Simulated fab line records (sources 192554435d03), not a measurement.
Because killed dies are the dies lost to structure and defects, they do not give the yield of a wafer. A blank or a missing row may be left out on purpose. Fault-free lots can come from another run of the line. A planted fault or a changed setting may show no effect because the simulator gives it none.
Split-lot trial || flow n5Finfet || 39 wafers read from 7 lots, route of 1938 steps

== ABOUT THE SPLIT ==
At N5_FIN_SAQP_HM_DEP_03 (deposits SiNx from SiH4/NH3/N2, target thk 38 nm, time 33.6 s), the setting targetThkA was moved away from the recipe's 380 angstrom on 12 of the 39 wafers read, by -11.8% to +13.3%. For the rest of the wafers, this setting stayed at what the recipe calls for.

== FROM THE SPLIT TO THE READING: what the file shows between them, 4 steps ==
- N5_FIN_SAQP_THK_MEAS_05
- N5_FIN_SAQP_PECVD_47: deposits a-Si from SiH4/He, target thk 45 nm, time 36.3 s
- N5_FIN_SAQP_PECVD_48: deposits SiNx from SiH4/NH3/N2, target thk 25 nm, time 22.1 s
- N5_FIN_SAQP_MANDREL2_REMOVE_60: chemistry HBr/Cl2/O2, target a-Si, stops on SiNx, bt time 10 s

== THE READING ==
etch.depthNm (the simulator's own value, which no gauge read), in nm, at N5_FIN_SAQP_HM_OPEN_33 (chemistry CH3F/O2, target SiNx, target depth 49.4 nm, time 70.6 s). The file gives no usual value for it. The 27 wafers here that ran the recipe average 37.25 nm, standard deviation 0.55 nm.

{"wafer": "L076.1", "tool, chamber at the split": "pecvd-01, 1", "targetThkA as run, angstrom": 380, "against the recipe": "recipe", "etch.depthNm, nm": 37.13, "against lot-mates on the recipe": "-"}
{"wafer": "L076.2", "tool, chamber at the split": "pecvd-01, 2", "targetThkA as run, angstrom": 380, "against the recipe": "recipe", "etch.depthNm, nm": 37.06, "against lot-mates on the recipe": "-"}
{"wafer": "L076.3", "tool, chamber at the split": "pecvd-01, 0", "targetThkA as run, angstrom": 380, "against the recipe": "recipe", "etch.depthNm, nm": 37.37, "against lot-mates on the recipe": "-"}
{"wafer": "L076.4", "tool, chamber at the split": "pecvd-01, 1", "targetThkA as run, angstrom": 416.9, "against the recipe": "+9.7%", "etch.depthNm, nm": 41.28, "against lot-mates on the recipe": "+4.09"}
{"wafer": "L076.5", "tool, chamber at the split": "pecvd-01, 0", "targetThkA as run, angstrom": 416.9, "against the recipe": "+9.7%", "etch.depthNm, nm": 41.13, "against lot-mates on the recipe": "+3.94"}
{"wafer": "L076.6", "tool, chamber at the split": "pecvd-01, 2", "targetThkA as run, angstrom": 416.9, "against the recipe": "+9.7%", "etch.depthNm, nm": 41.49, "against lot-mates on the recipe": "+4.30"}
{"wafer": "L077.1", "tool, chamber at the split": "pecvd-03, 1", "targetThkA as run, angstrom": 380, "against the recipe": "recipe", "etch.depthNm, nm": 37.19, "against lot-mates on the recipe": "-"}
{"wafer": "L077.2", "tool, chamber at the split": "pecvd-03, 2", "targetThkA as run, angstrom": 380, "against the recipe": "recipe", "etch.depthNm, nm": 37.02, "against lot-mates on the recipe": "-"}
{"wafer": "L077.3", "tool, chamber at the split": "pecvd-03, 0", "targetThkA as run, angstrom": 380, "against the recipe": "recipe", "etch.depthNm, nm": 37.93, "against lot-mates on the recipe": "-"}
{"wafer": "L077.4", "tool, chamber at the split": "pecvd-03, 1", "targetThkA as run, angstrom": 380, "against the recipe": "recipe", "etch.depthNm, nm": 38.41, "against lot-mates on the recipe": "-"}
{"wafer": "L077.5", "tool, chamber at the split": "pecvd-03, 2", "targetThkA as run, angstrom": 380, "against the recipe": "recipe", "etch.depthNm, nm": 37.9, "against lot-mates on the recipe": "-"}
{"wafer": "L077.6", "tool, chamber at the split": "pecvd-03, 0", "targetThkA as run, angstrom": 380, "against the recipe": "recipe", "etch.depthNm, nm": 38.35, "against lot-mates on the recipe": "-"}
{"wafer": "L081.1", "tool, chamber at the split": "pecvd-03, 1", "targetThkA as run, angstrom": 380, "against the recipe": "recipe", "etch.depthNm, nm": 37.15, "against lot-mates on the recipe": "-"}
{"wafer": "L081.2", "tool, chamber at the split": "pecvd-03, 0", "targetThkA as run, angstrom": 430.7, "against the recipe": "+13.3%", "etch.depthNm, nm": 41.51, "against lot-mates on the recipe": "+4.75"}
{"wafer": "L081.3", "tool, chamber at the split": "pecvd-03, 2", "targetThkA as run, angstrom": 380, "against the recipe": "recipe", "etch.depthNm, nm": 36.42, "against lot-mates on the recipe": "-"}
{"wafer": "L081.4", "tool, chamber at the split": "pecvd-03, 2", "targetThkA as run, angstrom": 380, "against the recipe": "recipe", "etch.depthNm, nm": 36.71, "against lot-mates on the recipe": "-"}
{"wafer": "L081.5", "tool, chamber at the split": "pecvd-03, 1", "targetThkA as run, angstrom": 430.7, "against the recipe": "+13.3%", "etch.depthNm, nm": 42.47, "against lot-mates on the recipe": "+5.71"}
{"wafer": "L081.6", "tool, chamber at the split": "pecvd-03, 0", "targetThkA as run, angstrom": 430.7, "against the recipe": "+13.3%", "etch.depthNm, nm": 42.34, "against lot-mates on the recipe": "+5.58"}
{"wafer": "L083.1", "tool, chamber at the split": "pecvd-03, 1", "targetThkA as run, angstrom": 335, "against the recipe": "-11.8%", "etch.depthNm, nm": 32.43, "against lot-mates on the recipe": -4.30}
{"wafer": "L083.2", "tool, chamber at the split": "pecvd-03, 0", "targetThkA as run, angstrom": 380, "against the recipe": "recipe", "etch.depthNm, nm": 36.51, "against lot-mates on the recipe": "-"}
{"wafer": "L083.3", "tool, chamber at the split": "pecvd-03, 2", "targetThkA as run, angstrom": 380, "against the recipe": "recipe", "etch.depthNm, nm": 36.15, "against lot-mates on the recipe": "-"}
{"wafer": "L083.4", "tool, chamber at the split": "pecvd-03, 1", "targetThkA as run, angstrom": 335, "against the recipe": "-11.8%", "etch.depthNm, nm": 33.16, "against lot-mates on the recipe": -3.57}
{"wafer": "L083.5", "tool, chamber at the split": "pecvd-03, 0", "targetThkA as run, angstrom": 380, "against the recipe": "recipe", "etch.depthNm, nm": 37.54, "against lot-mates on the recipe": "-"}
{"wafer": "L083.6", "tool, chamber at the split": "pecvd-03, 2", "targetThkA as run, angstrom": 335, "against the recipe": "-11.8%", "etch.depthNm, nm": 32.55, "against lot-mates on the recipe": -4.18}
{"wafer": "L085.1", "tool, chamber at the split": "pecvd-04, 0", "targetThkA as run, angstrom": 380, "against the recipe": "recipe", "etch.depthNm, nm": 36.91, "against lot-mates on the recipe": "-"}
{"wafer": "L085.2", "tool, chamber at the split": "pecvd-04, 1", "targetThkA as run, angstrom": 380, "against the recipe": "recipe", "etch.depthNm, nm": 37.06, "against lot-mates on the recipe": "-"}
{"wafer": "L085.3", "tool, chamber at the split": "pecvd-04, 2", "targetThkA as run, angstrom": 361.7, "against the recipe": "-4.8%", "etch.depthNm, nm": 35.21, "against lot-mates on the recipe": -1.99}
{"wafer": "L085.4", "tool, chamber at the split": "pecvd-04, 0", "targetThkA as run, angstrom": 361.7, "against the recipe": "-4.8%", "etch.depthNm, nm": 35.69, "against lot-mates on the recipe": -1.51}
{"wafer": "L085.5", "tool, chamber at the split": "pecvd-04, 1", "targetThkA as run, angstrom": 361.7, "against the recipe": "-4.8%", "etch.depthNm, nm": 35.85, "against lot-mates on the recipe": -1.35}
{"wafer": "L085.6", "tool, chamber at the split": "pecvd-04, 2", "targetThkA as run, angstrom": 380, "against the recipe": "recipe", "etch.depthNm, nm": 37.63, "against lot-mates on the recipe": "-"}
{"wafer": "L090.1", "tool, chamber at the split": "pecvd-01, 2", "targetThkA as run, angstrom": 380, "against the recipe": "recipe", "etch.depthNm, nm": 36.6, "against lot-mates on the recipe": "-"}
{"wafer": "L090.2", "tool, chamber at the split": "pecvd-01, 1", "targetThkA as run, angstrom": 380, "against the recipe": "recipe", "etch.depthNm, nm": 36.95, "against lot-mates on the recipe": "-"}
{"wafer": "L090.3", "tool, chamber at the split": "pecvd-01, 0", "targetThkA as run, angstrom": 380, "against the recipe": "recipe", "etch.depthNm, nm": 37.14, "against lot-mates on the recipe": "-"}
{"wafer": "L090.4", "tool, chamber at the split": "pecvd-01, 1", "targetThkA as run, angstrom": 380, "against the recipe": "recipe", "etch.depthNm, nm": 37.98, "against lot-mates on the recipe": "-"}
{"wafer": "L090.5", "tool, chamber at the split": "pecvd-01, 0", "targetThkA as run, angstrom": 380, "against the recipe": "recipe", "etch.depthNm, nm": 37.27, "against lot-mates on the recipe": "-"}
{"wafer": "L090.6", "tool, chamber at the split": "pecvd-01, 2", "targetThkA as run, angstrom": 380, "against the recipe": "recipe", "etch.depthNm, nm": 37.46, "against lot-mates on the recipe": "-"}
{"wafer": "L091.1", "tool, chamber at the split": "pecvd-01, 2", "targetThkA as run, angstrom": 380, "against the recipe": "recipe", "etch.depthNm, nm": 36.99, "against lot-mates on the recipe": "-"}
{"wafer": "L091.2", "tool, chamber at the split": "pecvd-01, 0", "targetThkA as run, angstrom": 380, "against the recipe": "recipe", "etch.depthNm, nm": 37.17, "against lot-mates on the recipe": "-"}
{"wafer": "L091.6", "tool, chamber at the split": "pecvd-01, 0", "targetThkA as run, angstrom": 380, "against the recipe": "recipe", "etch.depthNm, nm": 37.81, "against lot-mates on the recipe": "-"}

THE FIT
A straight line over all 39 wafers: etch.depthNm changes by +0.38 nm for each +1% of targetThkA; r = +0.97; the points scatter about the line by 0.52 nm.
The same after taking each lot's own level away (the mean of its wafers on the recipe; 39 wafers): +0.381 nm for each +1%; r = +0.98; scatter 0.44 nm.
According to that fit, moving targetThkA by its largest amount changes the reading by 5.1 nm.
The lots' own levels span 36.733 to 37.800 nm, that is 1.9 times the standard deviation above.
Hence the lot-to-lot level has little effect on the slope; both slopes agree.
Check: +5.27 nm against its lot-mates is what the line predicts for one of the wafers moved furthest among these (+13.3%) when that wafer is left out of the fit. It came out at +4.75 nm against them.

== THE WHOLE CHAIN: every reading that the file lists as answering this split, in the file's order ==
{"step": "N5_FIN_SAQP_HM_DEP_03", "what it does": "deposits SiNx from SiH4/NH3/N2, target thk 38 nm, time 33.6 s", "reading": "SiNx_of_FIN_SAQP_HM_DEP_03.thkNm (the simulator's own value, which no gauge read)", "change (the file's fit)": "+0.384 nm for each +1% of the setting", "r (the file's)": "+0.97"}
{"step": "N5_FIN_SAQP_THK_MEAS_05", "what it does": "", "reading": "thkNm", "change (the file's fit)": "withheld for each +1% of the setting", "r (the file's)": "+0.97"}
{"step": "N5_FIN_SAQP_HM_OPEN_33", "what it does": "chemistry CH3F/O2, target SiNx, target depth 49.4 nm, time 70.6 s", "reading": "etchRfOnTimeS", "change (the file's fit)": "withheld for each +1% of the setting", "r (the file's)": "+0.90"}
{"step": "N5_FIN_SAQP_HM_OPEN_33", "what it does": "chemistry CH3F/O2, target SiNx, target depth 49.4 nm, time 70.6 s", "reading": "etch.depthNm (the simulator's own value, which no gauge read)", "change (the file's fit)": "+0.383 nm for each +1% of the setting", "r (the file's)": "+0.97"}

== THE FILE'S OWN FIT ==
etch.depthNm changes by +0.383 nm for each +1% of targetThkA, r = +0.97.
